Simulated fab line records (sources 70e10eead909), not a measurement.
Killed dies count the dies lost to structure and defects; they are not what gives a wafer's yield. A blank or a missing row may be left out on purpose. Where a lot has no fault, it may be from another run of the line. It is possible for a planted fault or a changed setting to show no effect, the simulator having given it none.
fab line records	flow nandHarc
record: lots: 7	wafers: 21	lastDay: 35
route steps=1302 shown A_STAIRCASE@836 A_SGD_CUT@904 END@1302
lots that met no fault: taken from a fault-free run of the same line
startH: hours from the record's opening day to when the first of the lot's shown wafers began	waitH: time in hours since the lot's previous step	" as in the row above	L1.1+2: a row that stands for several wafers	- no value, or no start was given	* or withheld: withheld	< > ~ a bound
route shown NAME@n: a module of which the file shows steps, and the number in the route of the first	usual: mean and standard deviation over wafers with no fault	same: alike in all rows	chamber/n: place in a boat	sites: per-site readings	_std_site: standard deviation across them	_edge_site: inner sites' mean taken away from outer sites' mean	radiusMm: for every site, how far away it sits from the centre of the wafer	mask NAME#n: copy n	behind: the most recent tool/chamber to have shaped the wafer	hold: why the lot was held/for how many hours/how that ended	device: which transistor (n, p or np) failed to switch	end of line: tests run on the same wafers once the route is complete	where a step has no rows: the recipe by itself	killed: count of dies lost to structure and defects at first sort (not the wafer's yield)	map: shows each die of a wafer: x if killed, . if not, _ if none is there
set.NAME: the run value of the setting; set.NAME@STEP: its run value at that earlier step	model.NAME: the simulator's own value behind a step, which no gauge read
certain route steps with their lots: each step a table, each wafer a row
services: a tool's chamber out of use, with start hour (startH, from the record's first day; less than 0 if before it), hours out, and reason
== steps ==
step: NHARC_A_STAIRCASE_STRIP_316
recipe: o2FlowSccm: 500	arFlowSccm: 0	biasW: 0	chemistry: O2
step: NHARC_A_STAIRCASE_STRIP_317
recipe: timeS: 900	tempC: 130	chemistry: SPM
step: NHARC_A_STAIRCASE_PRECLEAN_318
recipe: timeS: *	tempC: 50	bathAgeMin: 0	chemistry: SC1
step: NHARC_A_STAIRCASE_SRD_329
step: NHARC_A_STAIRCASE_ALD_415
recipe: targetThkA: 300	pulseTimeS: 6	aldCycles: 300	tempC: 300	material: SiO2
step: NHARC_A_STAIRCASE_ETCHBACK_416
recipe: targetDepthA: 360	timeS: 7.2	c4f8FlowSccm: withheld	o2FlowSccm: 8	arFlowSccm: withheld	rfW: 600	biasW: 800	chemistry: C4F8/O2/Ar
usual: oesProductAu: 0.94/0.031	rfVppV: 722/5.1
lot.wafer	tool	chamber	startH	waitH	oesProductAu	rfHoursCounterH	rfVppV
L859.1	rieDiel-10	0	-	-	1.00	21	719
L859.2	"	1	"	"	1.00	20	723
L859.6	"	0	"	"	1.00	-	718
L860.1	rieDiel-10	1	-	-	0.92	30	725
L860.3	"	2	"	"	0.94	30	716
L860.5	"	3	"	"	0.93	-	719
L863.3	rieDiel-07	3	-	-	0.92	11	719
L863.6	"	1	"	"	0.92	-	726
L863.5	"	2	"	"	0.91	-	730
L870.1	rieDiel-10	3	-	-	0.94	55	718
L870.4	"	1	"	"	0.92	63	724
L870.2	"	2	"	"	0.94	64	716
L871.3	rieDiel-10	0	-	-	0.93	3	717
L871.4	"	1	"	"	0.92	5	723
L871.5	"	3	"	"	0.95	-	717
L872.3	rieDiel-07	0	-	-	1.00	39	715
L872.4	"	2	"	"	1.01	42	730
L872.5	"	0	"	"	1.01	-	715
L873.2	rieDiel-07	0	-	-	1.01	40	716
L873.1	"	2	"	"	1.01	43	730
L873.6	"	3	"	"	0.99	-	718
step: NHARC_A_STAIRCASE_STRIP_476
recipe: timeS: 20	o2FlowSccm: 500	arFlowSccm: 0	biasW: 0	chemistry: O2
usual: drypumpMotorCurrentA: 5.7/0.39	oesProductAu: 1.001/0.0094	rfVppV: 57.6/0.94	showerheadPlenumPTorr: 3.50/0.17	throttleValvePct: 17.037/0.0096
lot.wafer	tool	chamber	startH	waitH	drypumpMotorCurrentA	oesProductAu	rfHoursCounterH	rfVppV	showerheadPlenumPTorr	throttleValvePct
L859.2	rieDiel-10	3	488.59	0.1	5.4	1.005	18	57.7	3.35	17.038
L859.1	"	2	"	"	5.6	1.014	21	57.6	3.31	17.040
L859.6	"	3	"	"	5.4	1.013	-	55.6	3.35	17.038
L860.1	rieDiel-10	2	516.82	0.1	5.6	1.003	30	57.3	3.31	17.041
L860.3	"	3	"	"	5.5	1.002	26	57.8	3.35	17.043
L860.5	"	2	"	"	5.6	1.014	-	56.6	3.31	17.032
L863.3	rieDiel-07	0	518.43	0.1	6.0	0.989	11	57.8	3.30	17.050
L863.6	"	0	"	"	6.0	0.997	-	56.5	3.30	17.041
L863.5	"	1	"	"	5.3	0.989	-	57.8	3.61	17.047
L870.1	rieDiel-10	0	596.74	0.1	5.5	1.006	61	57.5	3.36	17.036
L870.4	"	1	"	"	5.3	0.992	63	59.3	3.53	17.039
L870.2	"	3	"	"	5.5	1.006	55	56.7	3.33	17.030
L871.4	rieDiel-10	0	617.27	0.1	5.5	1.009	3	57.0	3.36	17.038
L871.3	"	2	"	"	5.6	0.998	5	58.4	3.80	17.054
L871.5	"	0	"	"	5.5	0.999	-	56.9	3.36	17.027
L872.3	rieDiel-07	2	619.24	0.1	6.2	1.001	42	57.9	3.75	17.032
L872.4	"	3	"	"	5.4	0.993	41	58.1	3.35	17.044
L872.5	"	2	"	"	6.2	1.002	-	59.0	3.75	17.009
L873.1	rieDiel-07	2	621.89	0.1	6.1	0.995	43	58.6	3.75	17.025
L873.2	"	0	"	"	6.0	1.001	40	58.6	3.29	17.046
L873.6	"	2	"	"	6.1	0.998	-	60.1	3.75	17.025
step: NHARC_A_STAIRCASE_DEP_417
recipe: targetThkA: 600	stepCoveragePct: 20	tempC: 400	targetThkNm: 60	flowSccm: 200	rfW: 450	material: Si3N4
usual: heaterPowerW: 679/50
lot.wafer	tool	chamber	startH	waitH	heaterPowerW
L859.2	pecvd-04	1	488.69	-	766
L859.1	"	0	"	"	667
L859.6	"	1	"	"	783
L860.3	pecvd-04	1	516.91	-	747
L860.1	"	0	"	"	642
L860.5	"	1	"	"	745
L863.3	pecvd-04	1	518.62	-	675
L863.5	"	2	"	"	645
L863.6	"	0	"	"	642
L870.1	pecvd-03	0	596.83	-	578
L870.2	"	1	"	"	592
L870.4	"	0	"	"	591
L871.3	pecvd-03	1	617.45	-	659
L871.4	"	0	"	"	673
L871.5	"	1	"	"	677
L872.3	pecvd-02	0	619.33	-	704
L872.5	"	0	"	"	697
L872.4	"	1	"	"	679
L873.1	pecvd-02	0	621.98	-	720
L873.2	"	2	"	"	717
L873.6	"	0	"	"	708
step: NHARC_A_STAIRCASE_WET_418
recipe: tempC: 160	targetDepthA: 200	chemistry: H3PO4
step: NHARC_A_STAIRCASE_PRECLEAN_419
recipe: timeS: *	tempC: 50	bathAgeMin: 0	chemistry: SC1
step: NHARC_A_STAIRCASE_SRD_421
step: NHARC_A_STAIRCASE_ALD_420
recipe: targetThkA: 200	pulseTimeS: 6	aldCycles: 200	tempC: 300	material: SiO2
usual: heaterPowerW: 467/57	precursorPulseHeightRel: 1.001/0.019
same: aldCycles: 200
lot.wafer	tool	chamber	startH	waitH	heaterPowerW	precursorPulseHeightRel
L859.1	aldHk-03	2	492.81	-	539	0.999
L859.2	"	0	"	"	494	1.013
L859.6	"	2	"	"	530	0.972
L860.3	aldHk-01	2	519.94	-	572	0.982
L860.1	"	0	"	"	410	0.980
L860.5	"	2	"	"	567	0.988
L863.3	aldHk-04	1	522.75	1.6	473	0.995
L863.6	"	3	"	"	501	1.011
L863.5	"	0	"	"	407	0.986
L870.1	aldHk-03	1	601.10	-	458	0.968
L870.4	"	2	"	"	523	0.998
L870.2	"	3	"	"	431	1.001
L871.4	aldHk-01	0	620.91	-	411	1.016
L871.3	"	1	"	"	455	1.013
L871.5	"	1	"	"	458	0.985
L872.3	aldHk-01	3	622.05	-	404	0.997
L872.4	"	2	"	"	577	0.990
L872.5	"	0	"	"	419	0.986
L873.1	aldHk-01	0	625.74	-	404	0.989
L873.2	"	3	"	"	401	0.982
L873.6	"	0	"	"	401	0.992
step: NHARC_A_STAIRCASE_CVD_552
recipe: targetThkA: 400	tempC: 700	pressureMtorr: 300	material: SiNx
step: NHARC_A_STAIRCASE_DEP_151
recipe: targetThkA: 72000	tempC: 400	targetThkNm: 7200	teosFlowSccm: 200	rfW: 500	material: SiO2
step: NHARC_A_STAIRCASE_ANNEAL_320
recipe: tempC: 750	timeS: 1800
step: NHARC_A_STAIRCASE_DEP_322
recipe: targetThkA: 72000	tempC: 400	targetThkNm: 7200	teosFlowSccm: 200	rfW: 500	material: SiO2
step: NHARC_A_STAIRCASE_ANNEAL_323
recipe: tempC: 750	timeS: 1800
step: NHARC_A_STAIRCASE_DEP_325
recipe: targetThkA: 72000	tempC: 400	targetThkNm: 7200	teosFlowSccm: 200	rfW: 500	material: SiO2
usual: heaterPowerW: 626/67
lot.wafer	tool	chamber	startH	waitH	heaterPowerW
L859.2	pecvd-02	2	518.09	0.2	708
L859.1	"	0	"	"	706
L859.6	"	2	"	"	608
L860.3	pecvd-02	1	543.01	0.2	695
L860.1	"	2	"	"	729
L860.5	"	1	"	"	551
L863.3	pecvd-04	2	543.09	0.3	668
L863.6	"	1	"	"	640
L863.5	"	2	"	"	552
L870.1	pecvd-04	2	627.50	0.2	670
L870.2	"	0	"	"	683
L870.4	"	0	"	"	597
L873.2	pecvd-03	0	646.15	0.2	592
L873.1	"	1	"	"	665
L873.6	"	0	"	"	574
L871.3	pecvd-04	2	646.18	0.2	569
L871.5	"	2	"	"	525
L871.4	"	1	"	"	575
L872.3	pecvd-02	2	646.25	0.3	680
L872.5	"	0	"	"	664
L872.4	"	1	"	"	555
step: NHARC_A_STAIRCASE_ANNEAL_326
recipe: tempC: 750	timeS: 1800
step: NHARC_A_STAIRCASE_DEHYDRATE_433
recipe: tempC: 150	timeS: 120
step: NHARC_A_STAIRCASE_HMDS_434
recipe: timeS: 30
step: NHARC_A_STAIRCASE_COAT_435
recipe: spinRpm: 1200
step: NHARC_A_STAIRCASE_SOFTBAKE_436
recipe: tempC: 135	timeS: 170
step: NHARC_A_STAIRCASE_EBR_437
step: NHARC_A_STAIRCASE_EXPOSE_438
recipe: na: 0.5	doseMj: 28.97	maskId: STAIR_REV
step: NHARC_A_STAIRCASE_PEB_439
recipe: pebTempC: 115	pebTimeS: 130
step: NHARC_A_STAIRCASE_DEVELOP_440
recipe: timeS: 140
step: NHARC_A_STAIRCASE_HARDBAKE_442
recipe: tempC: 120	timeS: 140
step: NHARC_A_STAIRCASE_DESCUM_443
recipe: timeS: 3	o2FlowSccm: 200	arFlowSccm: 0	biasPowerW: 0	chemistry: O2
step: NHARC_A_STAIRCASE_ETCH_444
recipe: targetDepthA: 2.04e+05	timeS: 6800	c4f8FlowSccm: 20	o2FlowSccm: 10	arFlowSccm: withheld	rfW: 600	biasW: 1000	chemistry: C4F8/O2
step: NHARC_A_STAIRCASE_STRIP_446
recipe: powerW: 1500	tempC: 250	chemistry: O2
usual: drypumpMotorCurrentA: 5.67/0.14	heaterPowerW: 345/30
lot.wafer	tool	chamber	startH	waitH	drypumpMotorCurrentA	heaterPowerW	rfHoursCounterH
L859.1	plasmaAsher-02	1	530.31	0.0	5.79	349	33
L859.2	"	0	"	"	5.67	319	33
L859.6	"	0	"	"	5.68	320	-
L863.3	plasmaAsher-02	0	560.42	0.4	5.65	324	-
L863.5	"	0	"	"	5.69	325	-
L863.6	"	1	"	"	5.74	353	-
L860.1	plasmaAsher-02	0	565.90	0.0	5.71	325	46
L860.3	"	0	"	"	5.70	320	-
L860.5	"	0	"	"	5.69	316	-
L870.1	plasmaAsher-01	1	640.90	0.0	5.30	426	16
L870.2	"	0	"	"	5.60	336	16
L870.4	"	0	"	"	5.59	342	-
L872.3	plasmaAsher-02	0	660.10	0.1	5.68	308	-
L872.4	"	1	"	"	5.78	350	-
L872.5	"	1	"	"	5.72	356	-
L871.4	plasmaAsher-01	1	660.40	0.1	5.31	428	-
L871.3	"	0	"	"	5.59	341	-
L871.5	"	0	"	"	5.62	344	-
L873.1	plasmaAsher-02	0	662.84	0.0	5.69	310	8
L873.2	"	1	"	"	5.77	353	8
L873.6	"	1	"	"	5.78	352	-
step: NHARC_A_STAIRCASE_STRIP_447
recipe: timeS: 900	tempC: 130	chemistry: SPM
step: NHARC_A_STAIRCASE_PRECLEAN_448
recipe: timeS: *	tempC: 50	bathAgeMin: 0	chemistry: SC1
step: NHARC_A_STAIRCASE_SRD_449
step: NHARC_A_STAIRCASE_CMP_450
recipe: targetThkNm: 200	material: SiO2
step: NHARC_A_STAIRCASE_CMP_152
step: NHARC_A_SGD_CUT_DESCUM_14
recipe: timeS: 3	o2FlowSccm: 200	arFlowSccm: 0	biasPowerW: 0	chemistry: O2
usual: drypumpMotorCurrentA: 5.6/0.46	oesProductAu: 0.995/0.0091	rfVppV: 57.8/0.84	showerheadPlenumPTorr: 1.91/0.081	throttleValvePct: 11.312/0.0085
same: biasPowerW: 0
lot.wafer	tool	chamber	startH	waitH	hold	drypumpMotorCurrentA	oesProductAu	rfHoursCounterH	rfVppV	showerheadPlenumPTorr	throttleValvePct
L859.1	rieDiel-12	3	533.95	0.1	-	5.5	0.981	6	58.3	2.06	11.302
L859.2	"	1	"	"	-	5.3	0.995	6	58.3	1.94	11.301
L859.6	"	2	"	"	-	5.0	0.993	-	56.0	1.82	11.319
L863.3	rieDiel-12	1	564.21	0.1	-	5.3	1.003	7	57.1	1.94	11.327
L863.6	"	3	"	"	-	5.5	0.996	-	59.6	2.06	11.300
L863.5	"	0	"	"	-	5.1	0.991	-	57.9	1.94	11.309
L860.3	rieDiel-13	1	569.59	0.1	-	5.8	1.006	2	57.4	1.99	11.316
L860.1	"	3	"	"	-	5.3	0.996	2	57.8	1.97	11.318
L860.5	"	1	"	"	-	5.8	1.003	-	57.6	1.99	11.305
L870.4	rieDiel-12	1	644.43	0.1	-	5.3	1.013	0	57.3	1.94	11.299
L870.2	"	3	"	"	-	5.5	0.989	0	59.7	2.05	11.326
L870.1	"	0	"	"	-	5.1	0.996	0	57.0	1.94	11.314
L872.3	rieDiel-12	1	666.72	3.1	awaitDispo/3.0h/release	5.3	1.020	2	56.5	1.94	11.306
L872.4	"	1	"	"	awaitDispo/3.0h/release	5.3	1.011	-	59.7	1.94	11.321
L872.5	"	3	"	"	awaitDispo/3.0h/release	5.5	1.007	-	56.9	2.05	11.301
L871.4	rieDiel-03	0	667.16	3.2	awaitDispo/3.1h/release	5.5	0.994	2	59.7	1.95	11.310
L871.3	"	1	"	"	awaitDispo/3.1h/release	6.1	0.986	2	57.1	1.85	11.316
L871.5	"	0	"	"	awaitDispo/3.1h/release	5.4	0.996	-	58.1	1.95	11.328
L873.1	rieDiel-13	3	669.83	3.3	awaitDispo/3.2h/release	5.3	0.986	8	57.2	1.97	11.307
L873.2	"	0	"	"	awaitDispo/3.2h/release	6.4	0.993	7	57.1	1.84	11.302
L873.6	"	2	"	"	awaitDispo/3.2h/release	5.1	1.001	-	58.2	1.80	11.307
step: NHARC_END_SORT_01
recipe: tempC: 25
usual: killedAtArray: 57/17	killedAtOther: 0.5/0.82	killedAtPeriphery: 4.0/2.8	killedDies: 61/18	killedOpen: 2.9/2	killedShort: 2.3/1.7
same: grossDies: 677
lot.wafer	tool	chamber	startH	waitH	killedAtArray	killedAtOther	killedAtPeriphery	killedDies	killedOpen	killedShort
L859.1	prober-01	0	657.96	2.5	64	2	3	69	0	4
L859.2	prober-01	0	658.75	2.8	45	3	3	51	2	1
L859.6	prober-01	0	661.94	4.0	70	0	1	71	4	2
L863.3	prober-01	0	687.73	3.1	20	1	13	34	4	1
L863.5	prober-01	0	689.33	3.7	31	1	8	40	7	5
L863.6	prober-01	0	690.13	4.0	25	0	7	32	2	3
L860.1	prober-01	0	701.31	2.5	93	0	2	95	1	2
L860.3	prober-01	0	702.90	3.1	72	0	1	73	2	8
L860.5	prober-01	0	704.49	3.7	81	0	0	81	1	2
L870.1	prober-01	0	772.53	2.5	43	0	1	44	1	2
L870.2	prober-01	0	773.35	2.8	47	1	5	53	0	2
L870.4	prober-01	0	774.98	3.5	56	0	0	56	2	0
L873.1	prober-01	0	803.15	2.5	93	0	5	98	2	3
L873.2	prober-01	0	803.96	2.8	84	0	3	87	2	2
L873.6	prober-01	0	807.18	4.0	106	0	8	114	4	3
L871.3	prober-02	0	819.34	3.1	119	1	5	125	2	3
L871.4	prober-02	0	820.15	3.4	126	0	3	129	0	4
L871.5	prober-02	0	820.95	3.7	128	0	3	131	3	1
L872.3	prober-02	0	843.92	3.1	111	0	2	113	1	5
L872.4	prober-02	0	844.71	3.4	100	0	3	103	2	1
L872.5	prober-02	0	845.50	3.7	122	0	2	124	1	1
killed by level:class
L859.1 A_CHANNEL_HOLE_D1:chamberFilmFlake=33 A_CHANNEL_HOLE_D2:chamberFilmFlake=20 A_CONTACT:chamberFilmFlake=5 A_CHANNEL_FILL_D1:geometricParticle:short=2 P_BONDPAD:chamberFilmFlake=2 A_DECK1_JOINT:geometricParticle:short=1 A_WL_FILL:geometricParticle:short=1 P_ZERO_WELL:chamberFilmFlake=1
L859.2 A_CHANNEL_HOLE_D1:chamberFilmFlake=19 A_CHANNEL_HOLE_D2:chamberFilmFlake=15 THIN_TSV:chamberFilmFlake=3 P_GATE:chamberFilmFlake=2 A_SLIT:chamberFilmFlake=2 A_DECK1_JOINT:chamberFilmFlake=2 A_CONTACT:chamberFilmFlake=2 A_CHANNEL_HOLE_D1:geometricParticle:open=1
L859.6 A_CHANNEL_HOLE_D1:chamberFilmFlake=40 A_CHANNEL_HOLE_D2:chamberFilmFlake=19 A_CONTACT:chamberFilmFlake=3 P_CONTACT:geometricParticle:open=1 A_ONON_D1:geometricParticle:short=1 A_ONON_D1:geometricParticle:open=1 A_SGD_CUT:geometricParticle:short=1 A_CONTACT:geometricParticle:open=1
L863.3 A_CHANNEL_HOLE_D1:chamberFilmFlake=6 A_CONTACT:chamberFilmFlake=5 P_STI:chamberFilmFlake=4 P_BONDPAD:chamberFilmFlake=3 P_M0:geometricParticle:open=2 P_ZERO_WELL:chamberFilmFlake=2 A_CHANNEL_FILL_D2:chamberFilmFlake=2 A_SLIT:chamberFilmFlake=2
L863.5 A_CHANNEL_HOLE_D1:chamberFilmFlake=9 A_STAIRCASE:chamberFilmFlake=6 A_CONTACT:chamberFilmFlake=5 P_STI:chamberFilmFlake=3 A_ONON_D1:geometricParticle:open=2 A_WL_FILL:geometricParticle:short=2 P_BONDPAD:chamberFilmFlake=2 P_CONTACT:geometricParticle:open=1
L863.6 A_CHANNEL_HOLE_D1:chamberFilmFlake=7 A_CONTACT:chamberFilmFlake=5 P_STI:chamberFilmFlake=3 A_STAIRCASE:chamberFilmFlake=3 A_SLIT:chamberFilmFlake=3 A_DECK1_JOINT:chamberFilmFlake=2 P_CONTACT:geometricParticle:open=1 A_ONON_D1:geometricParticle:short=1
L860.1 A_SLIT:chamberFilmFlake=39 A_CHANNEL_HOLE_D1:chamberFilmFlake=36 A_CONTACT:chamberFilmFlake=7 A_STAIRCASE:chamberFilmFlake=5 P_GATE:chamberFilmFlake=2 A_DECK1_JOINT:chamberFilmFlake=2 A_CHANNEL_FILL_D1:geometricParticle:short=1 A_CHANNEL_FILL_D2:geometricParticle:open=1
L860.3 A_SLIT:chamberFilmFlake=29 A_CHANNEL_HOLE_D1:chamberFilmFlake=16 A_CONTACT:chamberFilmFlake=8 A_STAIRCASE:chamberFilmFlake=6 A_DECK1_JOINT:geometricParticle:short=3 A_CHANNEL_FILL_D2:geometricParticle:short=2 A_CHANNEL_FILL_D1:chamberFilmFlake=2 P_M0:geometricParticle:short=1
L860.5 A_SLIT:chamberFilmFlake=35 A_CHANNEL_HOLE_D1:chamberFilmFlake=30 A_CONTACT:chamberFilmFlake=8 A_STAIRCASE:chamberFilmFlake=5 A_ONON_D1:geometricParticle:short=1 A_CHANNEL_FILL_D1:geometricParticle:short=1 A_M1:geometricParticle:open=1
L870.1 A_SLIT:chamberFilmFlake=28 A_CHANNEL_HOLE_D1:chamberFilmFlake=7 A_CHANNEL_HOLE_D2:chamberFilmFlake=3 P_CONTACT:geometricParticle:open=1 A_CHANNEL_HOLE_D1:geometricParticle:short=1 A_WL_FILL:geometricParticle:short=1 A_ZERO_WELL:chamberFilmFlake=1 A_STAIRCASE:chamberFilmFlake=1
L870.2 A_SLIT:chamberFilmFlake=27 A_CHANNEL_HOLE_D1:chamberFilmFlake=8 A_CHANNEL_HOLE_D2:chamberFilmFlake=3 A_STAIRCASE:chamberFilmFlake=3 P_ZERO_WELL:chamberFilmFlake=2 A_CHANNEL_FILL_D1:chamberFilmFlake=2 A_CONTACT:chamberFilmFlake=2 P_M2:geometricParticle:short=1
L870.4 A_SLIT:chamberFilmFlake=27 A_CHANNEL_HOLE_D1:chamberFilmFlake=17 A_STAIRCASE:chamberFilmFlake=4 A_CHANNEL_HOLE_D2:chamberFilmFlake=2 A_CONTACT:chamberFilmFlake=2 A_CHANNEL_FILL_D1:geometricParticle:open=1 A_M0:geometricParticle:open=1 A_CHANNEL_FILL_D1:chamberFilmFlake=1
L873.1 A_STAIRCASE:unspecified=61 A_CHANNEL_HOLE_D1:chamberFilmFlake=14 A_CONTACT:chamberFilmFlake=8 A_SLIT:chamberFilmFlake=4 A_CHANNEL_FILL_D2:geometricParticle:short=2 P_ZERO_WELL:chamberFilmFlake=2 P_CONTACT:geometricParticle:open=1 A_ONON_D1:geometricParticle:short=1
L873.2 A_STAIRCASE:unspecified=40 A_CHANNEL_HOLE_D1:chamberFilmFlake=19 A_SLIT:chamberFilmFlake=10 A_CHANNEL_HOLE_D2:chamberFilmFlake=5 A_CONTACT:chamberFilmFlake=4 A_ONON_D2:geometricParticle:short=2 P_M0:geometricParticle:open=1 A_ONON_D2:geometricParticle:open=1
L873.6 A_STAIRCASE:unspecified=63 A_CHANNEL_HOLE_D1:chamberFilmFlake=17 A_CONTACT:chamberFilmFlake=12 A_SLIT:chamberFilmFlake=10 P_CONTACT:geometricParticle:short=2 P_M0:geometricParticle:open=2 P_GATE:chamberFilmFlake=2 P_CONTACT:geometricParticle:open=1
L871.3 A_STAIRCASE:unspecified=59 A_CHANNEL_HOLE_D2:chamberFilmFlake=23 A_SLIT:chamberFilmFlake=18 A_CHANNEL_HOLE_D1:chamberFilmFlake=11 P_CONTACT:chamberFilmFlake=4 A_STAIRCASE:chamberFilmFlake=3 P_M1:geometricParticle:short=1 A_CHANNEL_FILL_D2:geometricParticle:open=1
L871.4 A_STAIRCASE:unspecified=66 A_SLIT:chamberFilmFlake=22 A_CHANNEL_HOLE_D2:chamberFilmFlake=17 A_CHANNEL_HOLE_D1:chamberFilmFlake=10 A_STAIRCASE:chamberFilmFlake=3 A_M0:geometricParticle:short=2 P_CONTACT:chamberFilmFlake=2 A_CONTACT:chamberFilmFlake=2
L871.5 A_STAIRCASE:unspecified=57 A_CHANNEL_HOLE_D2:chamberFilmFlake=24 A_SLIT:chamberFilmFlake=19 A_CHANNEL_HOLE_D1:chamberFilmFlake=16 A_WL_FILL:chamberFilmFlake=4 A_STAIRCASE:chamberFilmFlake=3 P_CONTACT:chamberFilmFlake=2 A_CHANNEL_FILL_D1:geometricParticle:open=1
L872.3 A_STAIRCASE:unspecified=41 A_CHANNEL_HOLE_D2:chamberFilmFlake=29 A_CONTACT:chamberFilmFlake=18 A_SLIT:chamberFilmFlake=11 A_CHANNEL_HOLE_D1:chamberFilmFlake=4 A_M1:chamberFilmFlake=2 P_GATE:geometricParticle:short=1 P_M0:geometricParticle:short=1
L872.4 A_STAIRCASE:unspecified=39 A_CHANNEL_HOLE_D2:chamberFilmFlake=33 A_CONTACT:chamberFilmFlake=17 A_SLIT:chamberFilmFlake=4 A_M1:chamberFilmFlake=3 P_M1:geometricParticle:open=1 P_M2:geometricParticle:short=1 A_DECK1_JOINT:geometricParticle:open=1
L872.5 A_STAIRCASE:unspecified=69 A_CHANNEL_HOLE_D2:chamberFilmFlake=25 A_CONTACT:chamberFilmFlake=12 A_SLIT:chamberFilmFlake=5 A_CHANNEL_FILL_D1:chamberFilmFlake=4 P_GATE:chamberFilmFlake=2 A_CHANNEL_FILL_D1:geometricParticle:open=1 A_CHANNEL_FILL_D1:geometricParticle:short=1
map L871.5 (x killed, . not)
____________.____________
_________...x..._________
_______..........._______
______.............______
_____..............._____
____.................____
____...........x....x____
___...................___
___...................___
__.....................__
__.....................__
_......................._
_......................._
_.xx.................xx._
_................xx..x.x_
_....x.x.........x....x._
.x..x..x........x...xxxx.
x..xxx.............xxxxxx
..xxx.............xxxxxxx
...x.x.............x.xxxx
...xx.............xxxxxx.
_.................xxxxxx_
_...x......x......xxxxx._
_........x.......x.xxx.._
_...............xxxxxxx._
_................xxxxxxx_
__...............xxxxxx__
__..x..........xxxxxxxx__
___.....x......x.xxxxx___
___.....x......x.xxxxx___
____...........xxxxxx____
____.............xxxx____
_____.............xx_____
______.............______
_______..........._______
_________......._________
____________.____________
map L872.5 (x killed, . not)
____________.____________
_________x......_________
_______........x.._______
______.............______
_____....x..x......x_____
____....x.x.....xx...____
____....x......x.....____
___........x..........___
___........x..........___
__.....................__
__.....................__
_......................._
_..................x.x.._
_......................._
_......................._
_....................x.._
......x...x........xxx.x.
....................x..xx
.x.................xxxxx.
x...................xx..x
..............x..xx....xx
_.................x..xxx_
_.....x..........xx.xx.x_
_x..............x.xx.x.._
_..............xxxxxxxx._
_.............xxxxxxxxx._
__x......x.....xxxxxxxx__
__.............xxxxxxxx__
___...........xxxxxxxx___
___............xxxxxxx___
____...........xxxxxx____
____...........xxxxxx____
_____..........xxxxx_____
______..........x.x______
_______..........._______
_________......._________
____________.____________
== services ==
tool	chamber	startH	hours	kind
rieDiel-07	-	473.60	9.0	pm
aldHk-01	-	474.05	10.0	pm
rieDiel-13	-	519.00	9.0	pm
rieDiel-12	0	530.16	5.5	repair
pecvd-02	1	544.54	8.6	repair
pecvd-03	-	547.12	13.0	pm
pecvd-02	-	569.04	1.0	repair
rieDiel-12	0	572.92	12.8	repair
pecvd-04	2	577.50	6.2	repair
pecvd-03	2	588.59	15.7	repair
pecvd-02	-	589.21	13.0	pm
rieDiel-10	-	597.36	9.0	pm
plasmaAsher-02	-	603.34	9.0	pm
rieDiel-07	3	603.48	1.4	repair
rieDiel-07	-	605.21	2.0	repair
rieDiel-12	1	613.53	6.3	repair
plasmaAsher-02	-	614.36	12.3	repair
rieDiel-10	0	621.08	12.0	repair
rieDiel-12	-	622.40	9.0	pm
pecvd-04	-	631.00	13.0	pm
rieDiel-12	0	644.48	7.1	repair
rieDiel-07	-	650.61	9.0	pm
aldHk-01	-	652.05	10.0	pm
rieDiel-12	0	655.92	9.8	repair
== key ==
firstSign: step: NHARC_END_SORT_01	reading: killedAtArray	direction: up	sigmas: 3.1	usual: 57	struck: 110
effect: step: NHARC_END_SORT_01	reading: killedDies	direction: up	sigmas: 3	usual: 61	struck: 114
moreKillsBornAt: NHARC_A_STAIRCASE_ALD_420@aldHk-01: 495
metAt NHARC_A_STAIRCASE_ALD_420
struckWafers L871.3,L871.4,L871.5,L872.3,L872.4,L872.5,L873.1,L873.2,L873.6
testerLeftOut L871,L872,L873
alsoFits time
fault: kind: chamberParticleSource	tool: aldHk-01	chamber: -	onsetH: 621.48	steps: NHARC_A_STAIRCASE_ALD_420	ratePerVisitCm2: 0.39019	endH: 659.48
testerLeftOut: of these lots the tester's yield and bins aren't shown, on N5 and GAA mostly nor the transistor test; their killed dies are dies lost to structure and defects alone, not to doping, threshold or leakage, so they don't give the yield
